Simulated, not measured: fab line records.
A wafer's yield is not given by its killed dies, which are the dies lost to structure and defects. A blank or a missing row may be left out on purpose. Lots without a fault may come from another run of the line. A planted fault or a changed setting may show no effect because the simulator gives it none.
Which tool did it? | flow nand-harc | Sampling: 6 lots, 18 wafers, 3 of 1302 route steps

== WHAT THE GAUGES SHOWED, per wafer ==
NHARC_END_SORT_01.
lot | measured | on | killed-at-array

== TOOL THAT RAN EACH LOT (tool first, then ch and the chambers of the sampled wafers, then the start) ==
lot  | NHARC_A_CONTACT_ETCH_75            | NHARC_THIN_TSV_STRIP_62
L641 | rie-diel-02 ch 0,1,3, day 22 19:56 | plasma-asher-02 ch 0,1, day 24 19:54
L642 | rie-diel-02 ch 1,3, day 23 05:04   | plasma-asher-02 ch 0,1, day 25 01:40
L647 | rie-diel-09 ch 0,1, day 25 04:17   | plasma-asher-02 ch 0,1, day 27 01:35
L649 | rie-diel-09 ch 0,1,3, day 26 02:05 | plasma-asher-02 ch 0,1, day 27 23:15
L653 | rie-diel-02 ch 0,2,3, day 27 23:37 | plasma-asher-01 ch 0,1, day 29 21:20
L658 | rie-diel-09 ch 1,3, day 29 22:51   | plasma-asher-02 ch 0,1, day 32 05:35
- NHARC_A_CONTACT_ETCH_75: etches the open film in CF4, target depth 39 nm, time 65 s.
- NHARC_THIN_TSV_STRIP_62: strips in N2/H2, time 20 s.

== THE ANSWER, worked out from the rows above alone ==
Rule: the lots themselves supply what counts as usual. The widest of any qualifying gaps counts: lots, ordered by their means at a reading, are off when they make up no more than a third of the lots, leave a main group of 4 or more, and stand apart from it by 3 or more times the standard deviation of that group's means. If all means in a main group match to the digits the tables above print for the reading, that group is not used. Also off: a lot with no number at a reading for which 4 or more lots have one. Where the step has rows for the other lots, those lots are counted as sound.
Nothing can be told from this: no lot is off at any reading shown.

== WHAT THE SIMULATOR PUT IN ==
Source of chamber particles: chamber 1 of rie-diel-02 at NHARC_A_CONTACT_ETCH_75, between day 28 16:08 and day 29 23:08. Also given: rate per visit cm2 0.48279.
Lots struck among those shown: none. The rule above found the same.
